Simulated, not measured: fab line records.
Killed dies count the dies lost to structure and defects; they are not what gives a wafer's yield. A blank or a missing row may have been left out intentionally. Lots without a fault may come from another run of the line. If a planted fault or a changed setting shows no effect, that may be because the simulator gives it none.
Chamber matching	flow n5_finfet	ald_hk-02 running N5_MIM_TOP_ALD_00: 4 sister chambers
The step deposits Al2O3, purge time 3 s, co reactant pulse time 3 s. 7 wafers are shown with their chamber, then 9 later ones without.

== EACH WAFER AND ITS CHAMBER ==
wafer	chamber	precursor_pulse_height_rel
L083.5	0	1.049
L086.5	3	0.989
L087.2	1	1.008
L087.6	2	1.009
L088.1	2	1.012
L088.3	3	0.982
L088.5	1	1.006

== WAFERS MISSING THEIR CHAMBER ==
wafer	precursor_pulse_height_rel
L093.1	0.987
L093.2	1.029
L093.5	1.016
L092.2	0.976
L092.4	0.990
L092.6	0.966
L096.1	1.000
L096.3	0.988
L096.5	1.008

== WHICH CHAMBER EACH ONE RAN IN ==
wafer	from the rows above	in truth
L093.1	3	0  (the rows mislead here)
L093.2	can't be placed: 2 or 0 or 1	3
L093.5	can't be placed: 2 or 1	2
L092.2	3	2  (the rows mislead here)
L092.4	3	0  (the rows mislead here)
L092.6	3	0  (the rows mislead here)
L096.1	can't be placed: 1 or 2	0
L096.3	3	3
L096.5	can't be placed: 1 or 2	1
Placed correctly: 1 of 9. Unplaceable from these rows: 4, with the true chamber sitting among the candidates in 2. Number placed wrongly: 4.
How it was worked out, from the rows above alone: a wafer's distance from a chamber is the root of the sum, over the readings, of the square of ((its reading less the chamber's mean) divided by the reading's scatter). The wafer belongs to the nearest chamber; if the next one is less than 2 further off, it can't be placed. For every chamber, the mean is computed from those of its wafers that are shown. The scatter is the square root of a quotient: the sum, over the shown wafers, of each reading's squared deviation from its chamber's mean, divided by wafers minus chambers.
